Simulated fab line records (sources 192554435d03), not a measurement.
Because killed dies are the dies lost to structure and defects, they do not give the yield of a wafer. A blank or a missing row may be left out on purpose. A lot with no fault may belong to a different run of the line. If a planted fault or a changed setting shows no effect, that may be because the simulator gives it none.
Split-lot trial	flow n5 finfet	on a route of 1938 steps: 7 lots, 21 wafers read

ON THE SPLIT
At N5_MOL_CONTACT_COAG_ALD_133 (deposits SiO2, target thk 5 nm, pulse time 1 s, co reactant pulse time 1 s), the setting ald cycles was moved away from the recipe's 35 on 9 of the 21 wafers read, by -11.4% to +8.6%. This setting was run at the recipe's value on the other wafers.

The split's own step is where the reading is taken.

THE READING
SiO2_of_MOL_CONTACT_COAG_ALD_133.thk nm (the simulator's own value, which no gauge read), in nm, at N5_MOL_CONTACT_COAG_ALD_133 (deposits SiO2, target thk 5 nm, pulse time 1 s, co reactant pulse time 1 s). There is no usual value for it anywhere in the file.

wafer	tool, chamber at the split	ald cycles as run	against the recipe	SiO2_of_MOL_CONTACT_COAG_ALD_133.thk nm, nm	against lot-mates on the recipe
L081.3	ald sin-01, 1,2,2	35	recipe	5	-
L081.4	ald sin-01, 1,2,2	35	recipe	5	-
L081.6	ald sin-01, 1,2,2	35	recipe	5	-
L083.2	ald sin-02, 3	35	recipe	5	-
L083.4	ald sin-02, 2,1	31	-11.4%	4.4	-0.6
L083.6	ald sin-02, 2,1	31	-11.4%	4.4	-0.6
L087.2	ald sin-01, 3,2	31	-11.4%	4.4	-0.6
L087.5	ald sin-01, 3,2	31	-11.4%	4.4	-0.6
L087.6	ald sin-01, 1	35	recipe	5	-
L088.1	ald sin-04, 3,2,1	35	recipe	5	-
L088.3	ald sin-04, 3,2,1	35	recipe	5	-
L088.5	ald sin-04, 3,2,1	35	recipe	5	-
L089.1	ald sin-01, 3,0	33	-5.7%	4.8	-0.2
L089.5	ald sin-01, 3,0	33	-5.7%	4.8	-0.2
L089.2	ald sin-01, 2	35	recipe	5	-
L095.2	ald sin-01, 3,0	32	-8.6%	4.6	-0.4
L095.3	ald sin-01, 3,0	32	-8.6%	4.6	-0.4
L095.4	ald sin-01, 1	35	recipe	5	-
L097.3	ald sin-02, 2	38	+8.6%	5.4	+0.4
L097.5	ald sin-02, 1,2	35	recipe	5	-
L097.6	ald sin-02, 1,2	35	recipe	5	-
Where a row lists several chambers, the file gives one row for several wafers and doesn't say which wafer went through which chamber.

THE FIT
A straight line over all 21 wafers: SiO2_of_MOL_CONTACT_COAG_ALD_133.thk nm changes by +0.0498 nm for each +1% of ald cycles; r = +0.99; the points scatter about the line by 0.032 nm.
The same after taking each lot's own level away (the mean of its wafers on the recipe; 21 wafers): +0.0498 nm for each +1%; r = +0.99; scatter 0.032 nm.
Per that fit: largest ald cycles move, reading shift of 0.57 nm.
The lots' own levels span 5.00 to 5.00 nm.
Hence the lot-to-lot level has little effect on the slope; both slopes agree.
Check: for one of the wafers moved furthest among these (-11.4%), held out of the fit, the line's prediction against its lot-mates is -0.559 nm. Against them it came out at -0.6 nm.

FILE'S OWN FIT
SiO2_of_MOL_CONTACT_COAG_ALD_133.thk nm changes by +0.0493 nm for each +1% of ald cycles, r = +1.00.
